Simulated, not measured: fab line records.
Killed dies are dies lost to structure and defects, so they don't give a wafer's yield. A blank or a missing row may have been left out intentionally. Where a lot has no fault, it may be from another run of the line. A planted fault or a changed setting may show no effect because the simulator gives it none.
The tool behind it: which one? | flow n5-finfet | Sampling: 11 lots, 33 wafers, 3 of 1938 route steps

== WHAT THE GAUGES SHOWED, per wafer ==
N5_HKMG_FIN_OVL_MEAS_13. Usual: NWFM_OVL typically reads -0.3 nm, with standard deviation 0.63.
lot  | measured    | on         | NWFM_OVL (nm)  | flag
L913 | day 5 00:53 | overlay-02 | -0.7 0.2 -0.7  |
L915 | day 5 08:56 | overlay-01 | -0.4 0.7 -0.9  |
L919 | day 6 13:22 | overlay-01 | -0.5 -0.4 -0.9 |
L920 | day 6 15:13 | overlay-02 | -0.6 0.0 -0.1  |
L924 | day 7 18:58 | overlay-01 | 29.2 29.4 28.3 | OFF
L925 | day 7 22:59 | overlay-01 | 28.5 28.1 28.2 | OFF
L926 | day 8 01:17 | overlay-01 | -0.4 -0.3 -0.4 |
L928 | day 8 16:33 | overlay-02 | -1.1 -1.0 -1.1 |
L930 | day 9 05:30 | overlay-02 | 1.3 0.6 0.5    |
L931 | day 9 14:21 | overlay-01 | -0.8 -0.5 -1.1 |
L932 | day 9 22:12 | overlay-02 | -0.7 -0.8 -0.9 |

== EACH LOT AND THE TOOL THAT RAN IT (in order: tool; ch and the chambers of the sampled wafers; start) ==
lot  | N5_HKMG_FIN_CVD_62                      | N5_HKMG_FIN_EXPOSE_09
L913 | thermal-cvd-si-02 ch 0,1,2, day 4 23:07 | arfi-scanner-02 ch 0, day 5 00:44
L915 | thermal-cvd-si-02 ch 0,1,2, day 5 07:13 | arfi-scanner-03 ch 0, day 5 08:47
L919 | thermal-cvd-si-02 ch 0,1,2, day 6 11:46 | arfi-scanner-03 ch 0, day 6 13:13
L920 | thermal-cvd-si-01 ch 0,1,2, day 6 13:41 | arfi-scanner-02 ch 0, day 6 15:05
L924 | thermal-cvd-si-01 ch 0,1, day 7 17:13   | arfi-scanner-02 ch 0, day 7 18:49
L925 | thermal-cvd-si-02 ch 1,2, day 7 21:31   | arfi-scanner-02 ch 0, day 7 22:49
L926 | thermal-cvd-si-01 ch 0,2, day 7 23:39   | arfi-scanner-03 ch 0, day 8 01:08
L928 | thermal-cvd-si-01 ch 0,1,2, day 8 14:58 | arfi-scanner-01 ch 0, day 8 16:24
L930 | thermal-cvd-si-01 ch 1,2, day 9 03:48   | arfi-scanner-03 ch 0, day 9 05:21
L931 | thermal-cvd-si-02 ch 0,1,2, day 9 12:52 | arfi-scanner-03 ch 0, day 9 14:12
L932 | thermal-cvd-si-02 ch 0,1,2, day 9 20:44 | arfi-scanner-01 ch 0, day 9 22:03
- N5_HKMG_FIN_CVD_62: deposits a-Si from Si2H6, target thk 3 nm, time 20.8 s.
- N5_HKMG_FIN_EXPOSE_09: exposes mask NWFM.

== AS READ BY THE TOOLS THEMSELVES (means over the sampled wafers that have a number; for cases with no such wafer, the mark the record gives instead) ==
N5_HKMG_FIN_CVD_62. Usual: 1370 W for heater-power-w, sd 140.
lot  | tool              | heater-power-w (W) | flag
L913 | thermal-cvd-si-02 | 1381               |
L915 | thermal-cvd-si-02 | 1364               |
L919 | thermal-cvd-si-02 | 1381               |
L920 | thermal-cvd-si-01 | 1369               |
L924 | thermal-cvd-si-01 | 1377               |
L925 | thermal-cvd-si-02 | 1333               |
L926 | thermal-cvd-si-01 | 1487               |
L928 | thermal-cvd-si-01 | 1366               |
L930 | thermal-cvd-si-01 | 1228               |
L931 | thermal-cvd-si-02 | 1384               |
L932 | thermal-cvd-si-02 | 1374               |

N5_HKMG_FIN_EXPOSE_09. Usual: stage-vel-mm-s 500.01 mm/s, standard deviation 0.27.
lot  | tool            | stage-vel-mm-s (mm/s) | flag
L913 | arfi-scanner-02 | 499.82                |
L915 | arfi-scanner-03 | 499.58                |
L919 | arfi-scanner-03 | 499.88                |
L920 | arfi-scanner-02 | 500.20                |
L924 | arfi-scanner-02 | 500.43                |
L925 | arfi-scanner-02 | 500.05                |
L926 | arfi-scanner-03 | 500.18                |
L928 | arfi-scanner-01 | 500.16                |
L930 | arfi-scanner-03 | 499.81                |
L931 | arfi-scanner-03 | 499.83                |
L932 | arfi-scanner-01 | 500.24                |

== THE ANSWER, worked out from the rows above alone ==
Rule: a lot is off if the mean of its wafers that have a number lies more than 3 standard deviations from the usual mean. Also off: a lot with no number at a reading for which 4 or more lots have one. Where the step has rows for the other lots, those lots are counted as sound. The gauges are gone through in route order, then the tools' own readings, and for those a lot's mean is taken as printed above. The first step at which some lot is off is used, and at that step the reading that is off furthest; a lot without a number counts as furthest.
Off: at N5_HKMG_FIN_OVL_MEAS_13 (NWFM_OVL), L924, L925.
A tool fits if, at a process step before that reading, it ran every lot that is off, and no sound lot after the first of them. Those tools and the gauges at N5_HKMG_FIN_OVL_MEAS_13 are tried in the same way. One fits: N5_HKMG_FIN_EXPOSE_09 on arfi-scanner-02. A fault onset in the window from L920 (day 6 15:05, its last sound lot) to L924 (day 7 18:49, its first lot off) fits.

== WHAT HAD BEEN PUT IN BY THE SIMULATOR ==
Scanner matching overlay: arfi-scanner-02, from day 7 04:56 on, at N5_HKMG_FIN_EXPOSE_09. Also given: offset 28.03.
Lots struck among those shown: L924, L925. The rule above found the same.
